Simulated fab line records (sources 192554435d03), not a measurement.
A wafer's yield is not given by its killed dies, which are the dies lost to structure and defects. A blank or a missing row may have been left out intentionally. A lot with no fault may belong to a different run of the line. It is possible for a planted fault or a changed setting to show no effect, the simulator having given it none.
A struck lot beside a sound one + flow n5Finfet + 38 steps out of a route of 1938
Sound: the wafers L235.1, L235.2, L235.4. Struck: wafer L224.6 (L224.1, L224.4, from the same lot, were not struck and are left out); the cause is given at the end.
Each step with rows lists, per side, the tool, then ch with its chambers, then its first start. Under that, the readings that differ: sound wafers + struck wafers + difference of the means + sigmas: that difference in standard deviations of wafers without a fault.
alike: a reading whose means differ by less than 2 such deviations, as well as words and numbers matching on both sides. not compared: withheld readings; readings where some wafer has no value; bounds like >300 that might hide an equal value; numbers whose values overlap and for which the record gives no deviation.
Wherever a step has rows on one side only, a row that says differs or no value, or a row with sigmas, the two part there. When numbers do not overlap yet have no deviation, they are printed without sigmas and do not part them. A reading that every wafer of one side lacks parts them only if that side has two wafers or more.

first, 9 steps without rows for these wafers: N5_SDB_PRECLEAN_38 (cleans in dHF, time 10 s); N5_SDB_PRECLEAN_39 (cleans in O3/DIW, time 45 s); N5_SDB_SRD_28 (time 30 s); N5_SDB_ALD_29 (deposits SiNx, target thk 30 nm, pulse time 1 s, ald cycles 600); N5_SDB_CMP_30 (polishes, stops on poly-Si, t overpolish 1.54 s, target thk 30 nm); N5_DUMMY_REMOVAL_HM_STRIP_01 (strips SiNx in CH3F/O2, stops on poly-Si, target depth 4 nm, time 6.8 s); N5_DUMMY_REMOVAL_STRIP_10 (strips in N2/H2, time 40 s); N5_DUMMY_REMOVAL_PRECLEAN_07 (cleans in dHF, time 30 s); N5_DUMMY_REMOVAL_DUMMY_REMOVE_02 (chemistry TMAH, target poly-Si, stops on SiO2, target depth 142 nm, time 57 s, rinse time 30 s).
N5_DUMMY_REMOVAL_PRECLEAN_08: cleans in NF3:NH3, afs cycles 2, time 20 s, sublimation time 60 s.
  sound on remotePlasma-02 ch 0, day 9 03:45; struck on remotePlasma-01 ch 0, day 6 13:14
then, 26 steps without rows for these wafers: N5_DUMMY_REMOVAL_PRECLEAN_04 (cleans in DHF, time 37 s); N5_DUMMY_REMOVAL_SRD_05 (time 30 s); N5_HKMG_FIN_IL_REGROW_00 (material SiO2, chemistry O3, target thk 0.75 nm, time 30 s); N5_HKMG_FIN_HK_ALD_01 (deposits HfO2, target thk 1.6 nm, pulse time 3 s, purge time 3 s); N5_HKMG_FIN_HK_ANNEAL_02 (time 30 s); N5_HKMG_FIN_ALD_74 (deposits La2O3, target thk 0.5 nm, pulse time 6 s, co reactant pulse time 1 s); N5_HKMG_FIN_ALD_75 (deposits Al2O3, target thk 1 nm, co reactant pulse time 1 s); N5_HKMG_FIN_COAT_41 (time 60 s, resist thk 300 nm); N5_HKMG_FIN_COAT_42 (time 60 s, resist thk 35 nm); N5_HKMG_FIN_COAT_43 (resist thk 90 nm); N5_HKMG_FIN_EBR_45; N5_HKMG_FIN_SOFTBAKE_44 (time 60 s); N5_HKMG_FIN_EXPOSE_46 (exposes mask NDIPOLE); N5_HKMG_FIN_PEB_47 (peb time 60 s); N5_HKMG_FIN_DEVELOP_48 (develop time 30 s); N5_HKMG_FIN_DESCUM_53 (chemistry O2, time 7.9 s); N5_HKMG_FIN_ETCH_54 (etches SiARC in CF4, target depth 45.5 nm, time 75.8 s); N5_HKMG_FIN_ETCH_55 (etches SOC in N2/H2, target depth 240 nm, time 300 s); N5_HKMG_FIN_STRIP_56 (strips in N2/H2); N5_HKMG_FIN_STRIP_57 (strips in CF4); N5_HKMG_FIN_ETCH_58 (etches SOC in N2/H2, target depth 215.8 nm, time 741 s); N5_HKMG_FIN_STRIP_93 (strips SOC in N2/H2, time 20 s); N5_HKMG_FIN_WET_ETCH_76 (etches Al2O3 in dNH4OH, stops on La2O3, target depth 2.25 nm, rinse time 30 s); N5_HKMG_FIN_STRIP_60 (strips in N2/H2, time 360 s); N5_HKMG_FIN_WET_ETCH_77 (etches La2O3 in dHCl, stops on HfO2, target depth 2 nm); N5_HKMG_FIN_WET_ETCH_78 (etches Al2O3 in dNH4OH, stops on La2O3, target depth 4.5 nm, rinse time 30 s).
-- the record jumps here: 5 days lie between the struck wafers' starts before and after (it left off in module HKMG_FIN and takes up again in module BEOL_M4, whose first step shown is number 1111 of the route) --
N5_BEOL_M4_RC_MEAS_101:
  sound on prober-02 ch 0, day 13 22:56; struck on prober-02 ch 0, day 11 11:38
| reading         | sound                | struck | difference | sigmas |
|-----------------|----------------------|--------|------------|--------|
| EOT_N           | 10.64 10.44 10.69    | 11.86  | +1.27      | +14    |
| EOT_P           | 10.56 10.47 10.61    | 11.57  | +1.02      | +11    |
| IGATE_N (nA/um) | 0.0105 0.0111 0.0103 | 0.0027 | -0.0079    | -4     |
| IGATE_P (nA/um) | 0.0031 0.0034 0.0031 | 0.0008 | -0.0024    | -5     |
| IOFF_N (nA/um)  | 0.159 0.164 0.155    | 0.230  | +0.071     | +2     |
| SS_N (mV/dec)   | 71.4 71.3 72.1       | 73.0   | +1.4       | +2     |
| SS_P (mV/dec)   | 72.2 73.0 72.6       | 74.5   | +1.9       | +4     |
  alike: DIBL_N, DIBL_P, IOFF_P, ION_N, ION_P, VT_N, VT_P
-- the record jumps here: 4 days lie between the struck wafers' starts before and after (it left off in module BEOL_M4 and takes up again in module PASSIVATION, whose first step shown is number 1936 of the route) --
N5_PASSIVATION_PROBE_49:
  the record has rows for the struck wafers here (prober-01, day 15 20:38) and none for the sound ones

== WHERE THEY PART ==
At N5_BEOL_M4_RC_MEAS_101 first; at N5_PASSIVATION_PROBE_49 last (within this record only).

WHY: what had been put in by the simulator
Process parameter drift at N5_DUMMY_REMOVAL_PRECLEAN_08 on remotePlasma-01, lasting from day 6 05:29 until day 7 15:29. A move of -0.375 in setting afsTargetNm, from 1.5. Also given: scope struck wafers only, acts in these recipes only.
